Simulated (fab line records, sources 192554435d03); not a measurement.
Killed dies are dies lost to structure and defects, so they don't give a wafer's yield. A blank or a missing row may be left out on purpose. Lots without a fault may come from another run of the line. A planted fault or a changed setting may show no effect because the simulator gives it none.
Chamber matching | flow n5_finfet | N5_BEOL_M6_ALD_77 on ald_metal-04: 4 sister chambers
The step deposits TaN, target thk 2 nm, pulse time 2 s, purge time 3 s. 20 wafers are shown with their chamber, then 10 later ones without.

WAFERS WITH THEIR CHAMBER
wafer  | chamber | heater_power_w (W) | precursor_vessel_pressure_torr (Torr) | mfc_carrier_sccm (sccm)
L074.1 | 3       | 410                | 26.12                                 | 1499
L074.3 | 1       | 428                | 26.25                                 | 1500
L074.4 | 1       | 429                | 26.36                                 | 1499
L077.3 | 3       | 411                | 26.23                                 | 1494
L077.5 | 2       | 442                | 26.25                                 | 1503
L077.6 | 3       | 414                | 26.32                                 | 1492
L076.4 | 1       | 424                | 26.25                                 | 1496
L076.5 | 3       | 418                | 26.27                                 | 1492
L076.6 | 2       | 461                | 26.27                                 | 1497
L079.2 | 0       | 393                | 26.28                                 | 1500
L079.4 | 3       | 406                | 26.18                                 | 1508
L079.5 | 3       | 421                | 26.17                                 | 1506
L080.1 | 3       | 420                | 26.26                                 | 1508
L080.4 | 2       | 453                | 26.29                                 | 1498
L080.5 | 1       | 434                | 26.19                                 | 1494
L081.1 | 1       | 438                | 26.29                                 | 1499
L081.2 | 3       | 411                | 26.15                                 | 1495
L081.6 | 1       | 428                | 26.22                                 | 1500
L084.1 | 1       | 422                | 26.28                                 | 1500
L084.2 | 2       | 454                | 26.28                                 | 1494

SIGNATURES (means of the wafers above)
reading                        | chamber 0 | chamber 1 | chamber 2 | chamber 3 | scatter within a chamber
heater_power_w                 | 393.00    | 429.00    | 452.50    | 413.88    | 5.95
precursor_vessel_pressure_torr | 26.2800   | 26.2629   | 26.2725   | 26.2125   | 0.0568
mfc_carrier_sccm               | 1500.00   | 1498.29   | 1498.00   | 1499.25   | 5.15
Rule: a wafer's distance from a chamber is the root of the sum, over the readings, of the square of ((its reading less the chamber's mean) divided by the reading's scatter). The wafer belongs to the nearest chamber; if the next one is less than 2 further off, it can't be placed. The scatter: the root of (the sum of the squares of (reading less its chamber's mean) over the shown wafers, divided by (wafers less chambers)).

WAFERS WITHOUT THEIR CHAMBER
wafer  | heater_power_w (W) | precursor_vessel_pressure_torr (Torr) | mfc_carrier_sccm (sccm)
L084.5 | 402                | 26.18                                 | 1498
L090.2 | 415                | 26.27                                 | 1502
L090.3 | 397                | 26.26                                 | 1495
L090.5 | 396                | 26.21                                 | 1498
L095.1 | 424                | 26.26                                 | 1503
L095.2 | 461                | 26.25                                 | 1508
L095.3 | 417                | 26.25                                 | 1496
L097.1 | 406                | 26.25                                 | 1499
L097.3 | 407                | 26.25                                 | 1492
L097.4 | 455                | 26.26                                 | 1507

WHICH CHAMBER EACH WENT THROUGH
wafer  | from the rows above          | in truth
L084.5 | can't be placed: 3 or 0      | 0
L090.2 | can't be placed: 3 or 1      | 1
L090.3 | can't be placed: 0 or 3      | 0
L090.5 | can't be placed: 0 or 3      | 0
L095.1 | can't be placed: 1 or 3      | 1
L095.2 | 2                            | 2
L095.3 | can't be placed: 3 or 1      | 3
L097.1 | can't be placed: 3 or 0      | 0
L097.3 | can't be placed: 3 or 0 or 1 | 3
L097.4 | 2                            | 2
Placed correctly: 2 of 10. Can't be placed from these rows: 8 (the true chamber is among the candidates in 8). Placed wrongly: 0.
